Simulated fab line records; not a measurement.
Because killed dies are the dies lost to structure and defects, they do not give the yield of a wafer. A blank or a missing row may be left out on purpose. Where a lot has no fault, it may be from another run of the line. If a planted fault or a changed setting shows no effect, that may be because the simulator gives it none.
Chamber matching ; flow n5Finfet ; N5_BEOL_M13_ILD_DEP_00 on pecvd-04: 3 sister chambers
The step deposits SiOC from DEMS/O2, target thk 837.92 nm, time 166.4 s. 20 wafers are shown with their chamber, then 10 later ones without.

== WAFERS PAIRED WITH THEIR CHAMBERS ==
wafer;chamber;heaterPowerW (W);showerheadPlenumPTorr (Torr);throttleValvePct (%)
L077.3;1;406;5.690;12.0
L077.4;0;651;5.668;12.1
L077.6;2;455;5.688;11.7
L078.1;1;377;5.695;12.1
L078.2;0;656;5.685;12.2
L078.4;2;551;5.711;11.3
L075.2;2;529;5.718;11.6
L075.5;1;325;5.690;12.0
L075.6;2;438;5.694;11.8
L079.1;1;329;5.685;11.8
L079.4;1;360;5.685;12.0
L079.6;2;534;5.711;11.9
L081.2;0;638;5.680;12.0
L081.4;2;501;5.702;12.0
L081.6;0;534;5.692;12.1
L090.1;0;623;5.676;12.1
L090.2;2;468;5.709;11.8
L090.4;1;398;5.683;12.1
L089.1;1;406;5.690;12.0
L089.4;2;520;5.685;12.1

SIGNATURES (means of the wafers above)
reading;chamber 0;chamber 1;chamber 2;scatter within a chamber
heaterPowerW;620.40;371.57;499.50;41.4
showerheadPlenumPTorr;5.68020;5.68829;5.70225;0.00923
throttleValvePct;12.100;12.000;11.775;0.174
Rule: a wafer lies at a distance from a chamber equal to the root of the sum of squares, over the readings, of (its reading less the chamber's mean, divided by the reading's scatter). The wafer belongs to the nearest chamber; if the next one is less than 2 further off, it can't be placed. The scatter: take each reading less its chamber's mean, square it, sum over the shown wafers, divide by the number of wafers less the number of chambers, and take the root.

== WAFERS MISSING THEIR CHAMBER ==
wafer;heaterPowerW (W);showerheadPlenumPTorr (Torr);throttleValvePct (%)
L089.6;321;5.681;12.0
L092.1;490;5.698;11.8
L092.4;593;5.686;12.1
L092.5;526;5.692;11.9
L093.3;366;5.698;12.2
L093.4;397;5.681;11.9
L093.6;513;5.694;12.2
L095.1;516;5.703;11.7
L095.3;400;5.684;12.2
L095.6;412;5.695;12.2

== CHAMBER TAKEN BY EACH ==
wafer;from the rows above;in truth
L089.6;1;1
L092.1;2;2
L092.4;0;0
L092.5;can't be placed: 2 or 0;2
L093.3;1;1
L093.4;1;1
L093.6;can't be placed: 2 or 0 or 1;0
L095.1;2;2
L095.3;1;1
L095.6;can't be placed: 1 or 2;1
Correctly placed: 7 of 10. Unplaceable from these rows: 3, with the true chamber sitting among the candidates in 3. Number placed wrongly: 0.
